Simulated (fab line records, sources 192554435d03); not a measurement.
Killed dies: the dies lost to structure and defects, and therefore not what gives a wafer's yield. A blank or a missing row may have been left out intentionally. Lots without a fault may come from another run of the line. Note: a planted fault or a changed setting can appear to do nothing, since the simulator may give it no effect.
Which tool is to blame? ; flow n5-finfet ; 12 lots with 36 wafers sampled at 3 steps, on a route of 1938 steps

== WHAT EACH GAUGE READ, for each wafer ==
N5_BEOL_M13_CD_MEAS_28 targets a cd of 209.5 nm.
lot;measured;on;cd-nm (nm)
L075;day 11 14:02;cd-sem-01;211.1 209.9 210.0
L077;day 11 23:39;cd-sem-01;209.4 214.1 209.3
L079;day 12 09:49;cd-sem-02;208.9 209.9 210.5
L082;day 12 21:14;cd-sem-03;212.0 209.6 208.1
L083;day 13 03:23;cd-sem-02;211.6 209.9 210.5
L085;day 14 04:17;cd-sem-01;209.8 209.6 211.1
L088;day 14 20:16;cd-sem-03;212.5 210.0 212.8
L089;day 15 04:53;cd-sem-02;209.9 208.9 209.4
L091;day 15 12:48;cd-sem-01;210.2 208.3 209.2
L094;day 16 06:49;cd-sem-01;208.6 209.3 205.9
L095;day 16 18:09;cd-sem-02;209.6 208.2 210.0
L096;day 16 21:20;cd-sem-03;209.4 209.1 210.3

== EACH LOT AND THE TOOL THAT RAN IT (in order: tool; ch and the chambers of the sampled wafers; start) ==
lot;N5_BEOL_M12_STRIP_64;N5_BEOL_M12_ETCH_38
L075;plasma-asher-02 ch 0,1, day 11 04:23;rie-diel-04 ch 0,2,3, day 11 08:37
L077;plasma-asher-02 ch 0,1, day 11 18:15;rie-diel-04 ch 1,2,3, day 11 20:31
L079;plasma-asher-01 ch 0,1, day 11 23:23;rie-diel-04 ch 0,2,3, day 12 02:11
L082;plasma-asher-02 ch 0,1, day 12 16:23;rie-diel-04 ch 0,2,3, day 12 17:47
L083;plasma-asher-02 ch 0,1, day 12 20:02;rie-diel-04 ch 0,3, day 12 23:50
L085;plasma-asher-01 ch 0, day 13 23:53;rie-diel-05 ch 1,2, day 14 01:05
L088;plasma-asher-02 ch 0,1, day 14 11:57;rie-diel-05 ch 1,2,3, day 14 16:22
L089;plasma-asher-01 ch 0,1, day 14 22:31;rie-diel-05 ch 1,3, day 15 01:24
L091;plasma-asher-02 ch 1, day 15 03:25;rie-diel-04 ch 2,3, day 15 07:28
L094;plasma-asher-01 ch 0,1, day 16 00:23;rie-diel-05 ch 0,1, day 16 02:02
L095;plasma-asher-01 ch 0,1, day 16 12:05;rie-diel-05 ch 1,3, day 16 14:31
L096;plasma-asher-01 ch 0,1, day 16 14:36;rie-diel-04 ch 0,3, day 16 16:58
- N5_BEOL_M12_STRIP_64: strips in N2/H2.
- N5_BEOL_M12_ETCH_38: etches SiCN in CF4/N2, target depth 68.7 nm, time 73.4 s.

== THE ANSWER, worked out from the rows above alone ==
Rule: usual is defined by the lots themselves. Put in order of their means at a reading, lots are off if they are a third of the lots or fewer, leave a main group of 4 or more, and stand apart from it by a gap of 3 or more times the standard deviation of the main group's means; of several such gaps the widest counts. Not used: any main group whose means are identical at the precision the tables above print for the reading. Also off: a lot with no number at a reading for which 4 or more lots have one. All remaining lots with rows at the step are treated as sound.
Across all readings shown, no lot is off: no conclusion can be drawn from this.

== WHAT THE SIMULATOR PUT IN ==
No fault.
